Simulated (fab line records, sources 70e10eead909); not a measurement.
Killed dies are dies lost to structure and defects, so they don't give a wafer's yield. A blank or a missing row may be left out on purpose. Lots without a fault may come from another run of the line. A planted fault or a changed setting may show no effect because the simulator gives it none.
Which tool did it? | flow nand_harc | 24 lots, 72 wafers sampled, at 3 steps of a route of 1302

WHAT THE GAUGES READ, wafer by wafer
NHARC_P_ZERO_WELL_CD_MEAS_11: target cd 500 nm.
lot  | measured     | on        | cd_nm (nm)
L074 | day 1 21:14  | cd_sem-02 | 507 505 504
L075 | day 2 07:07  | cd_sem-02 | 497 497 502
L076 | day 2 17:07  | cd_sem-03 | 503 501 501
L077 | day 3 03:08  | cd_sem-03 | 498 495 499
L078 | day 3 13:15  | cd_sem-01 | 500 503 496
L079 | day 3 23:14  | cd_sem-02 | 497 502 500
L080 | day 4 09:07  | cd_sem-03 | 500 498 498
L081 | day 4 19:14  | cd_sem-02 | 494 496 496
L082 | day 5 05:14  | cd_sem-03 | 504 501 501
L083 | day 5 15:14  | cd_sem-02 | 503 507 501
L084 | day 6 01:14  | cd_sem-02 | 496 496 496
L085 | day 6 11:15  | cd_sem-03 | 496 501 498
L086 | day 6 21:28  | cd_sem-02 | 499 498 504
L087 | day 7 07:14  | cd_sem-03 | 495 495 503
L088 | day 7 17:14  | cd_sem-02 | 501 496 503
L089 | day 8 03:17  | cd_sem-01 | 504 501 508
L090 | day 8 13:14  | cd_sem-03 | 501 503 503
L091 | day 8 23:16  | cd_sem-01 | 497 497 496
L092 | day 9 09:14  | cd_sem-03 | 500 499 495
L093 | day 9 19:16  | cd_sem-02 | 496 497 500
L094 | day 10 05:18 | cd_sem-02 | 498 502 499
L095 | day 10 15:15 | cd_sem-03 | 498 501 502
L096 | day 11 01:16 | cd_sem-02 | 503 507 502
L097 | day 11 11:14 | cd_sem-01 | 500 496 500

NHARC_P_GATE_CD_MEAS_33.
lot  | measured     | on        | cd_nm (nm)
L074 | day 5 05:02  | cd_sem-02 | 120 124 117
L075 | day 5 09:01  | cd_sem-03 | 125 122 113
L076 | day 5 21:44  | cd_sem-02 | 119 111 121
L077 | day 6 03:52  | cd_sem-03 | 125 116 114
L078 | day 6 17:40  | cd_sem-02 | 117 124 120
L079 | day 7 08:30  | cd_sem-03 | 122 122 122
L080 | day 7 09:09  | cd_sem-03 | 127 120 125
L081 | day 7 23:46  | cd_sem-03 | 122 127 124
L082 | day 8 05:14  | cd_sem-02 | 112 121 120
L083 | day 8 21:32  | cd_sem-02 | 122 117 110
L084 | day 9 02:53  | cd_sem-03 | 116 121 115
L085 | day 9 19:52  | cd_sem-01 | 118 116 121
L086 | day 9 22:35  | cd_sem-03 | 117 113 112
L087 | day 10 10:19 | cd_sem-03 | 119 121 126
L088 | day 11 04:52 | cd_sem-01 | 121 118 117
L089 | day 11 05:28 | cd_sem-01 | 126 117 117
L090 | day 11 16:20 | cd_sem-02 | 122 117 122
L091 | day 11 21:35 | cd_sem-03 | 118 119 120
L092 | day 12 14:26 | cd_sem-03 | 120 122 122
L093 | day 13 00:16 | cd_sem-02 | 123 118 119
L094 | day 13 09:34 | cd_sem-01 | 122 118 122
L095 | day 13 16:41 | cd_sem-03 | 119 124 121
L096 | day 14 06:22 | cd_sem-01 | 125 119 123
L097 | day 14 21:32 | cd_sem-03 | 129 121 124

WHICH TOOL RAN EACH LOT (tool, then ch and the chambers of the sampled wafers, then the start)
lot  | NHARC_P_GATE_STRIP_108
L074 | rie_diel-04 ch 0,1,3, day 5 04:51
L075 | rie_diel-04 ch 2,3, day 5 08:49
L076 | rie_diel-08 ch 0,3, day 5 21:34
L077 | rie_diel-03 ch 0,1,2, day 6 03:41
L078 | rie_diel-04 ch 0,1, day 6 17:29
L079 | rie_diel-03 ch 0,1, day 7 08:19
L080 | rie_diel-04 ch 0,3, day 7 08:59
L081 | rie_diel-08 ch 0,1,2, day 7 23:35
L082 | rie_diel-04 ch 0,1,3, day 8 05:05
L083 | rie_diel-03 ch 0,1,3, day 8 21:22
L084 | rie_diel-04 ch 0,1,3, day 9 02:43
L085 | rie_diel-04 ch 2,3, day 9 19:41
L086 | rie_diel-03 ch 0,1,3, day 9 22:25
L087 | rie_diel-04 ch 0,2,3, day 10 10:09
L088 | rie_diel-03 ch 1,2,3, day 11 04:41
L089 | rie_diel-03 ch 1,2,3, day 11 05:17
L090 | rie_diel-04 ch 0,1,3, day 11 16:11
L091 | rie_diel-04 ch 1,2,3, day 11 21:27
L092 | rie_diel-03 ch 0,3, day 12 14:16
L093 | rie_diel-04 ch 0,2,3, day 13 00:05
L094 | rie_diel-03 ch 0,3, day 13 09:23
L095 | rie_diel-04 ch 0,3, day 13 16:31
L096 | rie_diel-08 ch 0,1,3, day 14 06:13
L097 | rie_diel-08 ch 0,1,3, day 14 21:24
- NHARC_P_GATE_STRIP_108: strips in O2.

WHAT THE TOOLS THEMSELVES READ (means of the sampled wafers that have a number; where no wafer has one, the mark that the record gives instead)
NHARC_P_GATE_STRIP_108.
lot  | tool        | drypump_motor_current_A (A) | oes_product_au (a.u.) | rf_vpp_V (V) | showerhead_plenum_p_Torr (Torr) | throttle_valve_pct (%)
L074 | rie_diel-04 | 6.0                         | 0.976                 | 58.1         | 3.57                            | 17.038
L075 | rie_diel-04 | 5.8                         | 0.977                 | 57.7         | 3.68                            | 17.036
L076 | rie_diel-08 | 6.3                         | 0.993                 | 58.2         | 3.36                            | 17.035
L077 | rie_diel-03 | 5.6                         | 1.002                 | 58.0         | 3.47                            | 17.045
L078 | rie_diel-04 | 6.2                         | 0.983                 | 58.6         | 3.63                            | 17.033
L079 | rie_diel-03 | 5.7                         | 0.992                 | 58.0         | 3.50                            | 17.040
L080 | rie_diel-04 | 5.9                         | 0.993                 | 57.6         | 3.48                            | 17.039
L081 | rie_diel-08 | 6.0                         | 0.988                 | 57.4         | 3.55                            | 17.040
L082 | rie_diel-04 | 6.1                         | 0.990                 | 57.7         | 3.57                            | 17.038
L083 | rie_diel-03 | 5.3                         | 0.996                 | 57.5         | 3.49                            | 17.032
L084 | rie_diel-04 | 6.1                         | 1.003                 | 58.6         | 3.57                            | 17.037
L085 | rie_diel-04 | 5.7                         | 0.985                 | 58.7         | 3.68                            | 17.048
L086 | rie_diel-03 | 5.3                         | 0.997                 | 57.4         | 3.49                            | 17.034
L087 | rie_diel-04 | 5.7                         | 0.990                 | 57.8         | 3.58                            | 17.030
L088 | rie_diel-03 | 5.5                         | 0.984                 | 58.3         | 3.45                            | 17.019
L089 | rie_diel-03 | 5.6                         | 0.988                 | 58.1         | 3.45                            | 17.041
L090 | rie_diel-04 | 6.0                         | 1.002                 | 58.5         | 3.57                            | 17.032
L091 | rie_diel-04 | 5.9                         | 0.983                 | 58.0         | 3.67                            | 17.042
L092 | rie_diel-03 | 4.9                         | 0.991                 | 57.6         | 3.47                            | 17.036
L093 | rie_diel-04 | 5.8                         | 1.000                 | 58.9         | 3.57                            | 17.031
L094 | rie_diel-03 | 4.9                         | 0.987                 | 57.0         | 3.47                            | 17.042
L095 | rie_diel-04 | 5.8                         | 0.998                 | 57.3         | 3.48                            | 17.033
L096 | rie_diel-08 | 6.1                         | 0.993                 | 56.9         | 3.46                            | 17.028
L097 | rie_diel-08 | 6.1                         | 0.992                 | 57.9         | 3.46                            | 17.034

THE ANSWER, worked out from the rows above alone
Rule: what is usual is taken from the lots themselves. Put in order of their means at a reading, lots are off if they are a third of the lots or fewer, leave a main group of 4 or more, and stand apart from it by a gap of 3 or more times the standard deviation of the main group's means; of several such gaps the widest counts. A main group whose means are all the same, to the digits that the tables above print for the reading, isn't used. A lot without any number at a reading at which 4 lots or more have one is off too. The other lots that the step has rows for count as sound. The gauges are gone through in route order, then the tools' own readings, and for those a lot's mean is taken as printed above. The first step at which some lot is off is used, and at that step the reading that is off furthest; a lot without a number counts as furthest.
No lot is off at any reading shown: from this, nothing can be told.

WHAT THE SIMULATOR HAD PUT IN
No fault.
